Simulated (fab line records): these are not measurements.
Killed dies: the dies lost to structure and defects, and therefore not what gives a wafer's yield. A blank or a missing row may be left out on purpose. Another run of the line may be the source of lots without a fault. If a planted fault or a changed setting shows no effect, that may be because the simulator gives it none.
Chamber matching | flow n5 finfet | ald hk-03 running N5_MIM_TOP_ALD_00: 4 sister chambers
The step deposits Al2O3, purge time 3 s, co reactant pulse time 3 s. 4 wafers are shown with their chamber, then 7 later ones without.

## WAFERS WITH THEIR CHAMBER
wafer  | chamber | precursor pulse height rel
L074.1 | 1       | 1.009
L087.5 | 0       | 1.006
L091.1 | 3       | 1.019
L091.2 | 2       | 0.976

## WAFERS WHOSE CHAMBER IS MISSING
wafer  | precursor pulse height rel
L091.3 | 0.996
L091.4 | 0.992
L091.5 | 1.008
L091.6 | 1.003
L089.1 | 1.008
L089.5 | 1.020
L089.6 | 1.004

## WHICH CHAMBER EACH ONE RAN IN
wafer  | from the rows above               | in truth
L091.3 | can't be placed: 0 or 1 or 2 or 3 | 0
L091.4 | can't be placed: 0 or 2 or 1 or 3 | 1
L091.5 | can't be placed: 1 or 0 or 3      | 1
L091.6 | can't be placed: 0 or 1 or 3      | 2
L089.1 | can't be placed: 1 or 0 or 3      | 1
L089.5 | can't be placed: 3 or 1 or 0      | 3
L089.6 | can't be placed: 0 or 1 or 3      | 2
0 of 7 placed correctly. These rows do not allow placing 7 (true chamber among the candidates in 5). Number placed wrongly: 0.
How it was worked out, from the rows above alone: a wafer's distance from a chamber is the root of the sum, over the readings, of the square of ((its reading less the chamber's mean) divided by the reading's scatter). If the next closest chamber is less than 2 further off than the closest, the wafer can't be placed; otherwise it belongs to the closest. For every chamber, the mean is computed from those of its wafers that are shown. The scatter: with one shown wafer a chamber, the root of the mean of the squares of how far each hidden wafer lies from its nearest shown one.
